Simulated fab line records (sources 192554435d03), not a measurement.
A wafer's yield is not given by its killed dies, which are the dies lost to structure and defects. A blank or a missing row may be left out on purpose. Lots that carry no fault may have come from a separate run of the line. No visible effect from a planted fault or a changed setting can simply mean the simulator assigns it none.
Code-filled problem report in 8D (eight disciplines) form || flow n5-finfet || the parts of the form that need people (team, actions taken, sign-off) are left out

## 1. WHAT WENT WRONG
M14_THK at N5_BEOL_M14_THK_MEAS_50 reads a mean of 439 nm on 2 wafers of 2 lots; wafers without a fault read 552 nm with a standard deviation of 8.1. That puts it -14 standard deviations away from the usual mean.
The step: measures by xrf.
First observed at day 13 00:38: wafer L415.5, on film-metro-01. The record has a number at this step for 19 wafers belonging to 7 lots. By rule, "out" or "out of limits" means more than 4 standard deviations away from the usual mean. Any other wafer with a number is counted as sound.

## 2. WHAT THIS IS AND IS NOT
{"question": "which readings at this step", "is": "M14_THK", "is not": "-"}
{"question": "which lots", "is": "L415, L418", "is not": "L411, L426, L427, L431, L432"}
{"question": "which wafers of those lots", "is": "L415.5, L418.1", "is not": "L415.6, L418.2"}
{"question": "read on which gauges", "is": "film-metro-01, film-metro-02", "is not": "-"}
{"question": "when", "is": "from day 13 00:38", "is not": "up to then (4 sound wafers); but 13 sound wafers of L418, L426, L427, L431, L432 came after"}

## 3. WHAT RULES OUT EACH SUSPECT
Counting: a tool at a process step up to the reading stays a suspect if it ran every lot that is out. Sound lots after the first of them don't rule it out here, since some wafers of a struck lot are sound.
- the gauge at N5_BEOL_M14_THK_MEAS_50 has been ruled out. The wafers that are out were read on 2 gauges (film-metro-01, film-metro-02).
- rie-diel-03 at N5_BEOL_M14_ETCH_38 (etches SiCN in CF4/N2, target depth 106.5 nm, time 120.6 s): kept. It ran every lot that is out, first L415 (day 12 23:58). Because N5_BEOL_M14_ETCH_38 lacks a start for some lots, the hours and order of its lots are taken from N5_BEOL_M14_ECD_47.
- ecd-cu-01 at N5_BEOL_M14_ECD_47 (material Cu, target thk 1248 nm): kept. It processed each lot that is out (first: L415, day 12 23:58); up to then, its last sound lot is L411 (day 11 23:25).
- cmp-04 at N5_BEOL_M14_CMP_49 (polishes, stops on SiO2, t overpolish 5.2 s, target thk 560 nm): kept. It ran every lot that is out, first L415 (day 13 00:29). Out on those wafers are its own readings of time-to-endpoint-s.
- Within rie-diel-03 at N5_BEOL_M14_ETCH_38: the wafers that are out ran in chambers 1, 3; their sound lot-mates ran in chambers 0, 2.
- Within cmp-04 at N5_BEOL_M14_CMP_49: the wafers that are out ran in chambers 1, 2; their sound lot-mates ran in chamber 3.
The count leaves rie-diel-03 at N5_BEOL_M14_ETCH_38, ecd-cu-01 at N5_BEOL_M14_ECD_47, and cmp-04 at N5_BEOL_M14_CMP_49.

## 4. THE CAUSE (what the simulator had put in)
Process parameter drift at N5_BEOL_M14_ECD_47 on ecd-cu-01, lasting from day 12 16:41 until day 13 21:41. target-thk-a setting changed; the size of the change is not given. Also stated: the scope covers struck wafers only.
Counting leaves 3 suspects; this tool is one of them.

## 5. THE CHAIN OF EFFECTS, in route order
Each row: a reading where the mean over the struck wafers with a number is more than 3 standard deviations away from the usual. Scope: only readings with a usual standard deviation given in the record; hours: median across lots of the time from each lot's start at the first step in this table that gives one to its start at this step; sigmas: change in usual standard deviations.
{"hours": 0, "step": "N5_BEOL_M14_CMP_49", "reading": "time-to-endpoint-s", "usual": "123 s", "on struck wafers": 42, "change": -80, "sigmas": -24}
{"hours": 0, "step": "N5_BEOL_M14_THK_MEAS_50", "reading": "M14_THK", "usual": "552 nm", "on struck wafers": 439, "change": -113, "sigmas": -14}
{"hours": 0, "step": "N5_BEOL_M14_RS_MEAS_54", "reading": "M14_RS", "usual": "0.0332 ohm/sq", "on struck wafers": 0.0425, "change": "+0.0093", "sigmas": "+21"}
{"hours": 7, "step": "N5_BEOL_M15_RC_MEAS_101", "reading": "SERP_M14", "usual": "0.162 ohm/um", "on struck wafers": 0.207, "change": "+0.045", "sigmas": "+15"}
{"hours": 7, "step": "N5_BEOL_M15_RC_MEAS_101", "reading": "SERP_M14_max_site", "usual": "0.163 ohm/um", "on struck wafers": 0.209, "change": "+0.046", "sigmas": "+15"}
Its process steps:
- N5_BEOL_M14_CMP_49: polishes, stops on SiO2, t overpolish 5.2 s, target thk 560 nm.

## 6. WHAT WOULD HAVE CAUGHT IT SOONER
In this record the first reading out of limits at a measuring or inspecting step was taken at day 13 00:38, 8 hours after the fault began at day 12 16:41.
Of the lots that are out (2), L418 began N5_BEOL_M14_ECD_47 on ecd-cu-01 after day 13 00:38. A tool hold placed at that time would have kept it from harm.
